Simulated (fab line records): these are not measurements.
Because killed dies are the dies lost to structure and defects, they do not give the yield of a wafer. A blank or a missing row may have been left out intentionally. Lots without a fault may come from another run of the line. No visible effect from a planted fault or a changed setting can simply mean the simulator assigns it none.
The tool behind it: which one? -- flow nandHarc -- Sampling: 13 lots, 39 wafers, 5 of 1302 route steps

== WHAT THE GAUGES SHOWED, per wafer ==
NHARC_THIN_TSV_CD_MEAS_37. Usual: cdNm 4999.6 nm, standard deviation 2.1.
lot,measured,on,cdNm (nm),flag
L837,day 23 00:49,cdSem-02,5002.6 4999.7 5000.7,
L838,day 24 04:06,cdSem-02,4997.8 4998.1 4995.5,
L839,day 24 20:43,cdSem-01,4998.5 4997.6 5002.0,
L841,day 26 03:40,cdSem-02,4996.7 4998.8 4997.6,
L842,day 26 02:44,cdSem-01,5001.1 5000.5 4999.3,
L844,day 26 17:05,cdSem-02,4997.0 4997.6 4999.9,
L856,day 31 20:26,cdSem-02,4997.3 4998.9 4996.3,
L857,day 31 21:35,cdSem-02,5002.0 5003.0 5002.3,
L858,day 32 19:44,cdSem-01,4997.1 4997.3 4999.7,
L859,day 32 21:22,cdSem-02,4997.4 4999.1 4997.4,
L860,day 33 04:43,cdSem-02,5001.2 5001.9 4999.0,

NHARC_END_SORT_01. Usual: killedAtArray 56, standard deviation 20; killedAtOther 1, standard deviation 1.3; killedAtPeriphery 3.5, standard deviation 2.7; killedDies 60, standard deviation 20; killedOpen 3.3, standard deviation 1.6; killedShort 2.4, standard deviation 1.5.
lot,measured,on,killedAtArray,killedAtOther,killedAtPeriphery,killedDies,killedOpen,killedShort,flag
L845,day 27 09:34,prober-01,68 59 48,1 6 1,608 612 628,677 677 677,3 2 4,4 3 1,OFF
L848,day 28 07:12,prober-01,67 40 62,0 0 0,610 637 615,677 677 677,2 1 4,3 3 4,OFF

== EACH LOT AND THE TOOL THAT RAN IT (in order: tool; ch and the chambers of the sampled wafers; start) ==
lot,NHARC_P_STI_HM_DEP_30,NHARC_THIN_TSV_DESCUM_14,NHARC_THIN_TSV_ETCH_44
L837,"lpcvd-02 ch 0, day 2 14:57","rieDiel-03 ch 1,2,3, day 22 17:36","rieDiel-03 ch 0,2,3, day 22 17:44"
L838,"lpcvd-02 ch 0, day 3 01:34","rieDiel-12 ch 2,3, day 23 20:55","rieDiel-12 ch 0,1,3, day 23 21:02"
L839,"lpcvd-01 ch 1, day 3 13:28","rieDiel-05 ch 0,2, day 24 13:25","rieDiel-05 ch 0,2,3, day 24 13:29"
L841,"lpcvd-02 ch 0, day 4 08:58","rieDiel-12 ch 0,3, day 25 20:17","rieDiel-12 ch 1,3, day 25 20:28"
L842,"lpcvd-01 ch 0, day 4 19:07","rieDiel-03 ch 0,3, day 25 19:13","rieDiel-03 ch 0,1,2, day 25 19:25"
L844,"lpcvd-02 ch 0, day 5 14:26","rieDiel-03 ch 1,2,3, day 26 10:01","rieDiel-03 ch 0,2,3, day 26 10:06"
L845,"lpcvd-02 ch 0, day 5 23:38",-,-
L848,"lpcvd-02 ch 0, day 7 04:50",-,-
L856,"lpcvd-01 ch 0, day 10 14:14","rieDiel-03 ch 1,3, day 31 13:09","rieDiel-03 ch 0,1,3, day 31 13:14"
L857,"lpcvd-01 ch 1, day 11 00:41","rieDiel-05 ch 0,2, day 31 14:20","rieDiel-05 ch 0,1,2, day 31 14:25"
L858,"lpcvd-02 ch 1, day 11 10:05","rieDiel-05 ch 0,2,3, day 32 12:41","rieDiel-05 ch 1,2, day 32 12:49"
L859,"lpcvd-02 ch 0, day 11 21:16","rieDiel-12 ch 0,2, day 32 14:01","rieDiel-12 ch 0,2, day 32 14:05"
L860,"lpcvd-01 ch 0, day 12 06:00","rieDiel-03 ch 1,2,3, day 32 21:29","rieDiel-03 ch 0,2,3, day 32 21:38"
- NHARC_P_STI_HM_DEP_30: deposits Si3N4, target thk 80 nm, time 873 s.
- NHARC_THIN_TSV_DESCUM_14: chemistry O2, time 3 s.
- NHARC_THIN_TSV_ETCH_44: etches the open film in CF4/O2, target depth 1594.2 nm, time 797.1 s.

== WHAT THE TOOLS THEMSELVES READ (means of the sampled wafers that have a number; where no wafer has one, the mark that the record gives instead) ==
NHARC_P_STI_HM_DEP_30. Usual: spikeTcLowerC 790.8 C, standard deviation 1.2; zonePowerUpperPct 13.7 %, standard deviation 1.1.
lot,tool,spikeTcLowerC (C),zonePowerUpperPct (%),flag
L837,lpcvd-02,791.6,15.3,
L838,lpcvd-02,790.2,15.1,
L839,lpcvd-01,792.2,13.6,
L841,lpcvd-02,791.7,15.1,
L842,lpcvd-01,791.0,13.0,
L844,lpcvd-02,790.7,15.0,
L845,lpcvd-02,790.8,15.2,
L848,lpcvd-02,791.0,15.1,
L856,lpcvd-01,790.5,13.0,
L857,lpcvd-01,792.2,13.7,
L858,lpcvd-02,789.8,12.2,
L859,lpcvd-02,790.9,15.3,
L860,lpcvd-01,791.2,13.2,

NHARC_THIN_TSV_DESCUM_14. Usual: drypumpMotorCurrentA 5.6 A, standard deviation 0.46; oesProductAu 1.001 a.u., standard deviation 0.0084; rfVppV 57.8 V, standard deviation 0.9; showerheadPlenumPTorr 1.93 Torr, standard deviation 0.068; throttleValvePct 11.312 %, standard deviation 0.01.
lot,tool,drypumpMotorCurrentA (A),oesProductAu (a.u.),rfVppV (V),showerheadPlenumPTorr (Torr),throttleValvePct (%),flag
L837,rieDiel-03,5.4,1.007,57.4,1.95,11.321,
L838,rieDiel-12,5.6,1.002,57.1,1.87,11.320,
L839,rieDiel-05,5.4,0.996,58.6,1.93,11.321,
L841,rieDiel-12,5.8,0.994,58.0,1.90,11.322,
L842,rieDiel-03,5.4,1.001,57.8,2.00,11.316,
L844,rieDiel-03,5.4,1.001,58.4,1.95,11.309,
L856,rieDiel-03,5.4,1.015,57.8,1.93,11.299,
L857,rieDiel-05,5.5,0.998,57.8,1.85,11.319,
L858,rieDiel-05,5.7,0.991,57.7,1.90,11.315,
L859,rieDiel-12,5.3,0.998,57.0,1.86,11.315,
L860,rieDiel-03,5.4,1.010,58.3,1.94,11.324,

NHARC_THIN_TSV_ETCH_44. Usual: drypumpMotorCurrentA 5.6 A, standard deviation 0.46; oesProductAu 1.002 a.u., standard deviation 0.0082; rfVppV 795 V, standard deviation 3.9; showerheadPlenumPTorr 1.85 Torr, standard deviation 0.062; throttleValvePct 16.916 %, standard deviation 0.0092.
lot,tool,drypumpMotorCurrentA (A),oesProductAu (a.u.),rfVppV (V),showerheadPlenumPTorr (Torr),throttleValvePct (%),flag
L837,rieDiel-03,5.3,1.007,797,1.87,16.924,
L838,rieDiel-12,5.9,0.996,795,1.83,16.915,
L839,rieDiel-05,5.7,1.001,793,1.82,16.912,
L841,rieDiel-12,6.2,0.999,794,1.83,16.908,
L842,rieDiel-03,5.7,1.012,799,1.91,16.910,
L844,rieDiel-03,5.3,1.002,796,1.87,16.913,
L856,rieDiel-03,5.6,1.013,798,1.89,16.910,
L857,rieDiel-05,5.4,0.999,794,1.84,16.924,
L858,rieDiel-05,5.3,0.991,794,1.83,16.920,
L859,rieDiel-12,5.3,1.001,791,1.79,16.918,
L860,rieDiel-03,5.3,1.007,798,1.87,16.919,

== THE ANSWER, worked out from the rows above alone ==
Rule: lot off if the mean of its wafers having a number is beyond 3 standard deviations from the usual mean. Also off: a lot with no number at a reading for which 4 or more lots have one. Any other lot the step has rows for is counted as sound. First the gauges in route order, then the tools' own readings, where a lot's mean is used as printed above. At the first step where some lot is off, the reading lying furthest off is the one used; lots without a number count as furthest.
Off: L845, L848 (NHARC_END_SORT_01, killedAtPeriphery). Neither off nor sound, because the step has no rows for them: L837, L838, L839, L841, L842, L844, L856, L857, L858, L859, L860.
A tool fits if, at a process step before that reading, it ran every lot that is off, and no sound lot after the first of them. The gauges at NHARC_END_SORT_01 are tried like those tools. Can't be told from this: 2 tools fit, lpcvd-02 at NHARC_P_STI_HM_DEP_30, prober-01 at NHARC_END_SORT_01.

== WHAT WAS PUT IN BY THE SIMULATOR ==
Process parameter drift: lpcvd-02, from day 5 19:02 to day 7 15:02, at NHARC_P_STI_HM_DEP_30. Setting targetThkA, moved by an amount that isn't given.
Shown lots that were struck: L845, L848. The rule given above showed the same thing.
